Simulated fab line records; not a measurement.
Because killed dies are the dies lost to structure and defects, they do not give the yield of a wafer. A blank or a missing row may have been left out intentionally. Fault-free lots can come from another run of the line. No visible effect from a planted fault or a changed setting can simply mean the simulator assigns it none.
Which of the tools did it? || flow nand_harc || 12 lots, 35 wafers sampled, at 5 steps of a route of 1159

WHAT THE GAUGES READ, wafer by wafer
NHARC_A_M0_THK_MEAS_24: measures by xrf. Usual: thk_nm at 114.1 nm, with a standard deviation of 1.7.
{"lot": "L820", "measured": "day 17 21:21", "on": "film_metro-01", "thk_nm (nm)": "114.2 117.8 116.6", "flag": ""}
{"lot": "L821", "measured": "day 18 04:36", "on": "film_metro-02", "thk_nm (nm)": "114.9 112.8 114.5", "flag": ""}
{"lot": "L825", "measured": "day 18 09:07", "on": "film_metro-01", "thk_nm (nm)": "113.8 112.3 112.3", "flag": ""}
{"lot": "L824", "measured": "day 19 06:16", "on": "film_metro-01", "thk_nm (nm)": "113.8 113.7 116.3", "flag": ""}
{"lot": "L828", "measured": "day 20 00:41", "on": "film_metro-02", "thk_nm (nm)": "116.5 112.6", "flag": ""}
{"lot": "L835", "measured": "day 21 16:25", "on": "film_metro-01", "thk_nm (nm)": "115.0 115.6 114.6", "flag": ""}
{"lot": "L836", "measured": "day 21 20:55", "on": "film_metro-01", "thk_nm (nm)": "112.1 109.4 115.1", "flag": ""}
{"lot": "L838", "measured": "day 22 13:49", "on": "film_metro-02", "thk_nm (nm)": "116.4 114.6 116.0", "flag": ""}
{"lot": "L839", "measured": "day 22 14:07", "on": "film_metro-01", "thk_nm (nm)": "114.1 115.3 113.8", "flag": ""}
{"lot": "L841", "measured": "day 23 05:38", "on": "film_metro-01", "thk_nm (nm)": "112.9 110.7 115.7", "flag": ""}
{"lot": "L842", "measured": "day 23 10:10", "on": "film_metro-02", "thk_nm (nm)": "114.6 113.1 112.8", "flag": ""}
{"lot": "L843", "measured": "day 23 17:55", "on": "film_metro-01", "thk_nm (nm)": "115.6 114.0 113.8", "flag": ""}

NHARC_A_M0_INSPECT_27. Usual: raw_defect_count at 428, with a standard deviation of 94.
{"lot": "L820", "measured": "day 17 21:30", "on": "defect_inspect-02", "raw_defect_count": "334 402 549", "flag": ""}
{"lot": "L821", "measured": "day 18 04:45", "on": "defect_inspect-02", "raw_defect_count": "590 426 389", "flag": ""}
{"lot": "L825", "measured": "day 18 09:16", "on": "defect_inspect-01", "raw_defect_count": "308 364 353", "flag": ""}
{"lot": "L824", "measured": "day 19 06:25", "on": "defect_inspect-01", "raw_defect_count": "304 451 351", "flag": ""}
{"lot": "L828", "measured": "day 20 00:50", "on": "defect_inspect-01", "raw_defect_count": "458 399", "flag": ""}
{"lot": "L835", "measured": "day 21 16:34", "on": "defect_inspect-01", "raw_defect_count": "447 342 331", "flag": ""}
{"lot": "L836", "measured": "day 21 21:04", "on": "defect_inspect-02", "raw_defect_count": "442 523 431", "flag": ""}
{"lot": "L838", "measured": "day 22 13:58", "on": "defect_inspect-02", "raw_defect_count": "340 393 452", "flag": ""}
{"lot": "L839", "measured": "day 22 14:17", "on": "defect_inspect-02", "raw_defect_count": "520 432 536", "flag": ""}
{"lot": "L841", "measured": "day 23 05:50", "on": "defect_inspect-02", "raw_defect_count": "454 342 404", "flag": ""}
{"lot": "L842", "measured": "day 23 10:19", "on": "defect_inspect-02", "raw_defect_count": "333 297 551", "flag": ""}
{"lot": "L843", "measured": "day 23 18:04", "on": "defect_inspect-02", "raw_defect_count": "498 608 546", "flag": ""}

NHARC_END_SORT_01. Usual: defect_limited_yield 95.2 %, standard deviation 1.6; killed_at_array 29, standard deviation 10; killed_at_other 0.7, standard deviation 1.1; killed_at_periphery 3.2, standard deviation 2.2; killed_dies 33, standard deviation 11; killed_open 3.5, standard deviation 1.8; killed_short 2.0, standard deviation 1.4; sort_bin_2_pct 1.5 %, standard deviation 0.61; sort_bin_3_pct 0.29 %, standard deviation 0.22; sort_bin_4_pct 3.1 %, standard deviation 1.1; sort_n_pass 644, standard deviation 11; sort_rim_yield_pct 95 %, standard deviation 3.3; sort_yield_pct 95.2 %, standard deviation 1.6.
{"lot": "L824", "measured": "day 21 10:19", "on": "prober-02", "defect_limited_yield (%)": "96.5 94.7 95.6", "killed_at_array": "20 30 26", "killed_at_other": "0 1 0", "killed_at_periphery": "4 5 4", "killed_dies": "24 36 30", "killed_open": "3 4 4", "killed_short": "4 4 3", "sort_bin_2_pct (%)": "0.9 1.5 1.9", "sort_bin_3_pct (%)": "0 0.44 0", "sort_bin_4_pct (%)": "2.7 3.4 2.5", "sort_n_pass": "653 641 647", "sort_rim_yield_pct (%)": "92 98 95", "sort_yield_pct (%)": "96.5 94.7 95.6", "flag": ""}
{"lot": "L828", "measured": "day 21 19:02", "on": "prober-02", "defect_limited_yield (%)": "94.7 93.6", "killed_at_array": "29 41", "killed_at_other": "1 1", "killed_at_periphery": "6 1", "killed_dies": "36 43", "killed_open": "6 6", "killed_short": "0 2", "sort_bin_2_pct (%)": "2.4 2.5", "sort_bin_3_pct (%)": "0.74 0.30", "sort_bin_4_pct (%)": "2.2 3.5", "sort_n_pass": "641 634", "sort_rim_yield_pct (%)": "96 96", "sort_yield_pct (%)": "94.7 93.6", "flag": ""}
{"lot": "L836", "measured": "day 23 08:43", "on": "prober-01", "defect_limited_yield (%)": "95.9 95.0 95.7", "killed_at_array": "23 30 23", "killed_at_other": "2 3 3", "killed_at_periphery": "3 1 3", "killed_dies": "28 34 29", "killed_open": "5 2 5", "killed_short": "1 1 1", "sort_bin_2_pct (%)": "1.6 1.9 1.8", "sort_bin_3_pct (%)": "0.15 0 0.30", "sort_bin_4_pct (%)": "2.4 3.1 2.2", "sort_n_pass": "649 643 648", "sort_rim_yield_pct (%)": "97 92 98", "sort_yield_pct (%)": "95.9 95.0 95.7", "flag": ""}
{"lot": "L838", "measured": "day 24 09:04", "on": "prober-02", "defect_limited_yield (%)": "94.8 94.1 92.8", "killed_at_array": "32 38 46", "killed_at_other": "0 0 0", "killed_at_periphery": "3 2 3", "killed_dies": "35 40 49", "killed_open": "2 5 3", "killed_short": "3 1 2", "sort_bin_2_pct (%)": "1.3 0.9 2.4", "sort_bin_3_pct (%)": "0.15 0.30 0.44", "sort_bin_4_pct (%)": "3.7 4.7 4.4", "sort_n_pass": "642 637 628", "sort_rim_yield_pct (%)": "91 92 98", "sort_yield_pct (%)": "94.8 94.1 92.8", "flag": ""}
{"lot": "L839", "measured": "day 24 14:30", "on": "prober-02", "defect_limited_yield (%)": "92.9 95.3 94.8", "killed_at_array": "47 29 32", "killed_at_other": "0 2 2", "killed_at_periphery": "1 1 1", "killed_dies": "48 32 35", "killed_open": "3 3 2", "killed_short": "1 2 3", "sort_bin_2_pct (%)": "2.5 1.5 1.6", "sort_bin_3_pct (%)": "0.30 0.44 0.30", "sort_bin_4_pct (%)": "4.3 2.8 3.2", "sort_n_pass": "629 645 642", "sort_rim_yield_pct (%)": "96 94 99", "sort_yield_pct (%)": "92.9 95.3 94.8", "flag": ""}
{"lot": "L842", "measured": "day 25 01:55", "on": "prober-01", "defect_limited_yield (%)": "95.9 96.0 95.6", "killed_at_array": "21 23 27", "killed_at_other": "2 0 0", "killed_at_periphery": "5 4 3", "killed_dies": "28 27 30", "killed_open": "1 4 6", "killed_short": "3 1 1", "sort_bin_2_pct (%)": "1.0 0.3 1.6", "sort_bin_3_pct (%)": "0 0.15 0.30", "sort_bin_4_pct (%)": "3.1 3.5 2.5", "sort_n_pass": "649 650 647", "sort_rim_yield_pct (%)": "98 90 100", "sort_yield_pct (%)": "95.9 96.0 95.6", "flag": ""}
{"lot": "L843", "measured": "day 25 08:32", "on": "prober-02", "defect_limited_yield (%)": "94.1 91.1 94.1", "killed_at_array": "34 53 34", "killed_at_other": "2 4 2", "killed_at_periphery": "4 3 4", "killed_dies": "40 60 40", "killed_open": "5 6 6", "killed_short": "3 3 3", "sort_bin_2_pct (%)": "2.5 3.4 1.9", "sort_bin_3_pct (%)": "0.30 0.74 0.74", "sort_bin_4_pct (%)": "3.1 4.7 3.2", "sort_n_pass": "637 617 637", "sort_rim_yield_pct (%)": "89 93 88", "sort_yield_pct (%)": "94.1 91.1 94.1", "flag": ""}

WHAT TOOL EACH LOT RAN ON (gives the tool, then ch and the chambers of the sampled wafers, and finally the start)
{"lot": "L820", "NHARC_A_M1_SOFTBAKE_04": "litho_track-04 ch 0, day 17 22:00", "NHARC_A_M1_ETCH_35": "rie_diel-04 ch 0,1,3, day 17 23:10"}
{"lot": "L821", "NHARC_A_M1_SOFTBAKE_04": "litho_track-04 ch 0, day 18 05:00", "NHARC_A_M1_ETCH_35": "rie_diel-10 ch 1,2,3, day 18 06:20"}
{"lot": "L825", "NHARC_A_M1_SOFTBAKE_04": "litho_track-01 ch 0, day 18 10:00", "NHARC_A_M1_ETCH_35": "rie_diel-10 ch 1,2,3, day 18 10:55"}
{"lot": "L824", "NHARC_A_M1_SOFTBAKE_04": "litho_track-04 ch 0, day 19 07:00", "NHARC_A_M1_ETCH_35": "rie_diel-06 ch 1,2,3, day 19 08:05"}
{"lot": "L828", "NHARC_A_M1_SOFTBAKE_04": "litho_track-06 ch 0, day 20 01:00", "NHARC_A_M1_ETCH_35": "rie_diel-10 ch 0,2, day 20 02:30"}
{"lot": "L835", "NHARC_A_M1_SOFTBAKE_04": "litho_track-01 ch 0, day 21 17:00", "NHARC_A_M1_ETCH_35": "rie_diel-04 ch 0,1,3, day 21 18:16"}
{"lot": "L836", "NHARC_A_M1_SOFTBAKE_04": "litho_track-01 ch 0, day 21 22:00", "NHARC_A_M1_ETCH_35": "rie_diel-10 ch 0,1,3, day 21 22:44"}
{"lot": "L838", "NHARC_A_M1_SOFTBAKE_04": "litho_track-04 ch 0, day 22 15:00", "NHARC_A_M1_ETCH_35": "rie_diel-04 ch 1,2,3, day 22 15:54"}
{"lot": "L839", "NHARC_A_M1_SOFTBAKE_04": "litho_track-04 ch 0, day 22 16:00", "NHARC_A_M1_ETCH_35": "rie_diel-04 ch 1,2,3, day 22 16:43"}
{"lot": "L841", "NHARC_A_M1_SOFTBAKE_04": "litho_track-01 ch 0, day 23 06:00", "NHARC_A_M1_ETCH_35": "rie_diel-04 ch 0,1,2, day 23 07:31"}
{"lot": "L842", "NHARC_A_M1_SOFTBAKE_04": "litho_track-06 ch 0, day 23 11:00", "NHARC_A_M1_ETCH_35": "rie_diel-10 ch 2,3, day 23 11:59"}
{"lot": "L843", "NHARC_A_M1_SOFTBAKE_04": "litho_track-06 ch 0, day 23 19:00", "NHARC_A_M1_ETCH_35": "rie_diel-06 ch 0,2,3, day 23 19:38"}
- NHARC_A_M1_SOFTBAKE_04: time 55 s.
- NHARC_A_M1_ETCH_35: etches the open film in N2/H2, target depth 40 nm, overetch 12 nm, time 43.94 s.

WHAT THE TOOLS THEMSELVES READ (means of the sampled wafers that have a number; where no wafer has one, the mark that the record gives instead)
NHARC_A_M1_SOFTBAKE_04. Usual: exhaust_pa 45.0 Pa, standard deviation 0.91; heater_power_total_W 188.44 W, standard deviation 0.14.
{"lot": "L820", "tool": "litho_track-04", "exhaust_pa (Pa)": 44.3, "heater_power_total_W (W)": 188.41, "flag": ""}
{"lot": "L821", "tool": "litho_track-04", "exhaust_pa (Pa)": 45.5, "heater_power_total_W (W)": 188.53, "flag": ""}
{"lot": "L825", "tool": "litho_track-01", "exhaust_pa (Pa)": 45.0, "heater_power_total_W (W)": 188.57, "flag": ""}
{"lot": "L824", "tool": "litho_track-04", "exhaust_pa (Pa)": 45.3, "heater_power_total_W (W)": 188.34, "flag": ""}
{"lot": "L828", "tool": "litho_track-06", "exhaust_pa (Pa)": 43.8, "heater_power_total_W (W)": 209.11, "flag": "OFF"}
{"lot": "L835", "tool": "litho_track-01", "exhaust_pa (Pa)": 45.9, "heater_power_total_W (W)": 188.32, "flag": ""}
{"lot": "L836", "tool": "litho_track-01", "exhaust_pa (Pa)": 45.3, "heater_power_total_W (W)": 188.55, "flag": ""}
{"lot": "L838", "tool": "litho_track-04", "exhaust_pa (Pa)": 45.8, "heater_power_total_W (W)": 188.36, "flag": ""}
{"lot": "L839", "tool": "litho_track-04", "exhaust_pa (Pa)": 45.2, "heater_power_total_W (W)": 188.50, "flag": ""}
{"lot": "L841", "tool": "litho_track-01", "exhaust_pa (Pa)": 45.6, "heater_power_total_W (W)": 188.44, "flag": ""}
{"lot": "L842", "tool": "litho_track-06", "exhaust_pa (Pa)": 45.0, "heater_power_total_W (W)": 188.52, "flag": ""}
{"lot": "L843", "tool": "litho_track-06", "exhaust_pa (Pa)": 45.0, "heater_power_total_W (W)": 188.50, "flag": ""}

NHARC_A_M1_ETCH_35. Usual: drypump_motor_current_A 5.6 A, standard deviation 0.5; oes_product_au 1.002 a.u., standard deviation 0.01; rf_vpp_V 430.3 V, standard deviation 2.9; showerhead_plenum_p_Torr 2.03 Torr, standard deviation 0.1; throttle_valve_pct 14.170 %, standard deviation 0.0088.
{"lot": "L820", "tool": "rie_diel-04", "drypump_motor_current_A (A)": 5.6, "oes_product_au (a.u.)": 0.996, "rf_vpp_V (V)": 430.3, "showerhead_plenum_p_Torr (Torr)": 2.05, "throttle_valve_pct (%)": 14.179, "flag": ""}
{"lot": "L821", "tool": "rie_diel-10", "drypump_motor_current_A (A)": 5.7, "oes_product_au (a.u.)": 1.002, "rf_vpp_V (V)": 433.8, "showerhead_plenum_p_Torr (Torr)": 2.14, "throttle_valve_pct (%)": 14.160, "flag": ""}
{"lot": "L825", "tool": "rie_diel-10", "drypump_motor_current_A (A)": 5.7, "oes_product_au (a.u.)": 0.994, "rf_vpp_V (V)": 433.3, "showerhead_plenum_p_Torr (Torr)": 2.14, "throttle_valve_pct (%)": 14.165, "flag": ""}
{"lot": "L824", "tool": "rie_diel-06", "drypump_motor_current_A (A)": 5.6, "oes_product_au (a.u.)": 0.996, "rf_vpp_V (V)": 428.9, "showerhead_plenum_p_Torr (Torr)": 1.98, "throttle_valve_pct (%)": 14.174, "flag": ""}
{"lot": "L828", "tool": "rie_diel-10", "drypump_motor_current_A (A)": 5.3, "oes_product_au (a.u.)": 1.008, "rf_vpp_V (V)": 430.6, "showerhead_plenum_p_Torr (Torr)": 2.05, "throttle_valve_pct (%)": 14.165, "flag": ""}
{"lot": "L835", "tool": "rie_diel-04", "drypump_motor_current_A (A)": 5.6, "oes_product_au (a.u.)": 0.997, "rf_vpp_V (V)": 430.9, "showerhead_plenum_p_Torr (Torr)": 2.05, "throttle_valve_pct (%)": 14.167, "flag": ""}
{"lot": "L836", "tool": "rie_diel-10", "drypump_motor_current_A (A)": 5.5, "oes_product_au (a.u.)": 1.000, "rf_vpp_V (V)": 431.3, "showerhead_plenum_p_Torr (Torr)": 2.06, "throttle_valve_pct (%)": 14.177, "flag": ""}
{"lot": "L838", "tool": "rie_diel-04", "drypump_motor_current_A (A)": 5.8, "oes_product_au (a.u.)": 1.011, "rf_vpp_V (V)": 428.9, "showerhead_plenum_p_Torr (Torr)": 1.97, "throttle_valve_pct (%)": 14.175, "flag": ""}
{"lot": "L839", "tool": "rie_diel-04", "drypump_motor_current_A (A)": 5.7, "oes_product_au (a.u.)": 0.997, "rf_vpp_V (V)": 428.3, "showerhead_plenum_p_Torr (Torr)": 1.97, "throttle_valve_pct (%)": 14.169, "flag": ""}
{"lot": "L841", "tool": "rie_diel-04", "drypump_motor_current_A (A)": 5.7, "oes_product_au (a.u.)": 0.998, "rf_vpp_V (V)": 430.3, "showerhead_plenum_p_Torr (Torr)": 2.04, "throttle_valve_pct (%)": 14.162, "flag": ""}
{"lot": "L842", "tool": "rie_diel-10", "drypump_motor_current_A (A)": 6.2, "oes_product_au (a.u.)": 1.008, "rf_vpp_V (V)": 431.7, "showerhead_plenum_p_Torr (Torr)": 2.10, "throttle_valve_pct (%)": 14.163, "flag": ""}
{"lot": "L843", "tool": "rie_diel-06", "drypump_motor_current_A (A)": 5.4, "oes_product_au (a.u.)": 0.997, "rf_vpp_V (V)": 430.2, "showerhead_plenum_p_Torr (Torr)": 2.02, "throttle_valve_pct (%)": 14.168, "flag": ""}

THE ANSWER, worked out from the rows above alone
Rule: a lot counts as off when the mean over its wafers that have a number is more than 3 standard deviations away from the usual mean. A lot without any number at a reading at which 4 lots or more have one is off too. Any other lot the step has rows for is counted as sound. After the gauges, taken in route order, come the tools' own readings; for these a lot's mean is taken, as printed above. The first step at which some lot is off is used, and at that step the reading that is off furthest; a lot without a number counts as furthest.
Off, at NHARC_A_M1_SOFTBAKE_04 on heater_power_total_W: L828.
A tool fits if, at that step or a process step before it, it ran every lot that is off, and no sound lot after the first of them. No candidate that was tried fits.

WHAT HAD BEEN PUT IN BY THE SIMULATOR
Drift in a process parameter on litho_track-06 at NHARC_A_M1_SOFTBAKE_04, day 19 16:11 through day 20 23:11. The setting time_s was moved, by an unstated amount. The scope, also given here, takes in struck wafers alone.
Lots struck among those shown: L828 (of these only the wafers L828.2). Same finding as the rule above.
